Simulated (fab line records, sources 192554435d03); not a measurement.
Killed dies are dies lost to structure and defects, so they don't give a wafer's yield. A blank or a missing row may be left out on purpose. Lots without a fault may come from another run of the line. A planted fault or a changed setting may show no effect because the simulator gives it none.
Split-lot experiment | flow n5_finfet | 7 lots, 21 wafers read, on a route of 1938 steps

THE SPLIT
At N5_HKMG_FIN_EXPOSE_09 (exposes mask NWFM), the setting dose_mj was moved away from the recipe's 39.25 on 7 of the 21 wafers read, by -6.4% to +7.1%. The other wafers ran this setting at the recipe's value.

FROM THE SPLIT TO THE READING: what the file shows between them, 1 step
- N5_HKMG_FIN_DEVELOP_11: develop time 30 s (also split here: develop_time_s)

THE READING
cd_nm, in nm, at N5_HKMG_FIN_CD_MEAS_12 (target cd 92.8 nm). Fault-free wafers of this fab line usually give 92.8 nm, standard deviation 0.87 nm.

wafer  | tool, chamber at the split | dose_mj as run | against the recipe | cd_nm, nm | against lot-mates on the recipe
L081.2 | arfi_scanner-02, 0         | 42.05          | +7.1%              | 96.2      | +4.1
L081.4 | arfi_scanner-02, 0         | 39.25          | recipe             | 91.9      | -
L081.6 | arfi_scanner-02, 0         | 39.25          | recipe             | 92.2      | -
L082.4 | arfi_scanner-02, 0         | 36.97          | -5.8%              | 89.2      | -3.5
L082.5 | arfi_scanner-02, 0         | 39.25          | recipe             | 92.5      | -
L082.6 | arfi_scanner-02, 0         | 39.25          | recipe             | 92.9      | -
L085.2 | arfi_scanner-03, 0         | 38.36          | -2.3%              | 91.0      | -0.8
L085.3 | arfi_scanner-03, 0         | 39.25          | recipe             | 91.8      | -
L085.4 | arfi_scanner-03, 0         | 38.36          | -2.3%              | 90.8      | -1.0
L086.1 | arfi_scanner-01, 0         | 39.25          | recipe             | 92.7      | -
L086.3 | arfi_scanner-01, 0         | 39.25          | recipe             | 92.9      | -
L086.5 | arfi_scanner-01, 0         | 39.25          | recipe             | 93.6      | -
L089.4 | arfi_scanner-02, 0         | 38.5           | -1.9%              | 89.9      | -2.2
L089.5 | arfi_scanner-02, 0         | 39.25          | recipe             | 92.4      | -
L089.6 | arfi_scanner-02, 0         | 39.25          | recipe             | 91.9      | -
L090.2 | arfi_scanner-01, 0         | 39.25          | recipe             | 92.1      | -
L090.3 | arfi_scanner-01, 0         | 36.74          | -6.4%              | 88.3      | -3.8
L090.4 | arfi_scanner-01, 0         | 36.74          | -6.4%              | 87.3      | -4.8
L097.4 | arfi_scanner-02, 0         | 39.25          | recipe             | 91.1      | -
L097.5 | arfi_scanner-02, 0         | 39.25          | recipe             | 92.7      | -
L097.6 | arfi_scanner-02, 0         | 39.25          | recipe             | 92.3      | -

THE FIT
A straight line over all 21 wafers: cd_nm changes by +0.627 nm for each +1% of dose_mj; r = +0.94; the points scatter about the line by 0.64 nm.
The same after taking each lot's own level away (the mean of its wafers on the recipe; 21 wafers): +0.624 nm for each +1%; r = +0.97; scatter 0.49 nm.
On that fit, the largest move of dose_mj shifts the reading by 4.5 nm.
The lots' own levels span 91.80 to 93.07 nm, that is 1.5 times the standard deviation above.
So the lot-to-lot level changes the slope little: the two slopes agree.
Check: with one of the wafers moved furthest among these (+7.1%) left out of the fit, the line predicts +4.62 nm for it against its lot-mates. It came out at +4.15 nm against them.

OTHER SPLITS ON THESE WAFERS
These wafers also went through other splits before the reading. Each is held against what the fit with the lots' levels taken away leaves over:
other split on the same wafers        | wafers away from the commonest value | r with cd_nm (lot level and that fit taken away)
N5_SDB_ALD_29 ald_cycles              | 2                                    | -0.26
N5_HKMG_FIN_DEVELOP_11 develop_time_s | 5                                    | +0.14

THE FILE'S OWN FIT
cd_nm changes by +0.624 nm for each +1% of dose_mj, r = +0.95.
